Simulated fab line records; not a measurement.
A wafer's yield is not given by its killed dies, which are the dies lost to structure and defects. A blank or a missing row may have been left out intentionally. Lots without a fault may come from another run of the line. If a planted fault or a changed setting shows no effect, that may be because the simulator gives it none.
Matching of chambers / flow n5-finfet / N5_BEOL_M6_ETCH_72 on rie-diel-04: 4 sister chambers
The step etches underlayer in N2/H2, target depth 6.5 nm, time 5.2 s. 4 wafers are shown with their chamber, then 10 later ones without.

EACH WAFER AND ITS CHAMBER
wafer=L086.5; chamber=3; showerhead-plenum-p-Torr (Torr)=2.60
wafer=L089.6; chamber=0; showerhead-plenum-p-Torr (Torr)=2.50
wafer=L088.1; chamber=1; showerhead-plenum-p-Torr (Torr)=2.70
wafer=L088.3; chamber=2; showerhead-plenum-p-Torr (Torr)=2.43

WAFERS WITH NO CHAMBER GIVEN
wafer=L088.6; showerhead-plenum-p-Torr (Torr)=2.49
wafer=L094.1; showerhead-plenum-p-Torr (Torr)=2.69
wafer=L094.3; showerhead-plenum-p-Torr (Torr)=2.49
wafer=L094.5; showerhead-plenum-p-Torr (Torr)=2.42
wafer=L095.3; showerhead-plenum-p-Torr (Torr)=2.69
wafer=L095.4; showerhead-plenum-p-Torr (Torr)=2.69
wafer=L095.5; showerhead-plenum-p-Torr (Torr)=2.59
wafer=L096.3; showerhead-plenum-p-Torr (Torr)=2.59
wafer=L096.5; showerhead-plenum-p-Torr (Torr)=2.59
wafer=L096.6; showerhead-plenum-p-Torr (Torr)=2.48

THE CHAMBER EACH PASSED THROUGH
wafer=L088.6; from the rows above=0; in truth=0
wafer=L094.1; from the rows above=1; in truth=1
wafer=L094.3; from the rows above=0; in truth=0
wafer=L094.5; from the rows above=2; in truth=2
wafer=L095.3; from the rows above=1; in truth=1
wafer=L095.4; from the rows above=1; in truth=1
wafer=L095.5; from the rows above=3; in truth=3
wafer=L096.3; from the rows above=3; in truth=3
wafer=L096.5; from the rows above=3; in truth=3
wafer=L096.6; from the rows above=0; in truth=0
Placed correctly: 10 of 10. Not placeable from these rows: 0. Placed wrongly: 0.
How it was worked out, from the rows above alone: a wafer's distance from a chamber is the root of the sum, over the readings, of the square of ((its reading less the chamber's mean) divided by the reading's scatter). The wafer belongs to the nearest chamber; if the next one is less than 2 further off, it can't be placed. The mean given for a chamber averages the wafers shown for that chamber. The scatter: with one shown wafer a chamber, the root of the mean of the squares of how far each hidden wafer lies from its nearest shown one.
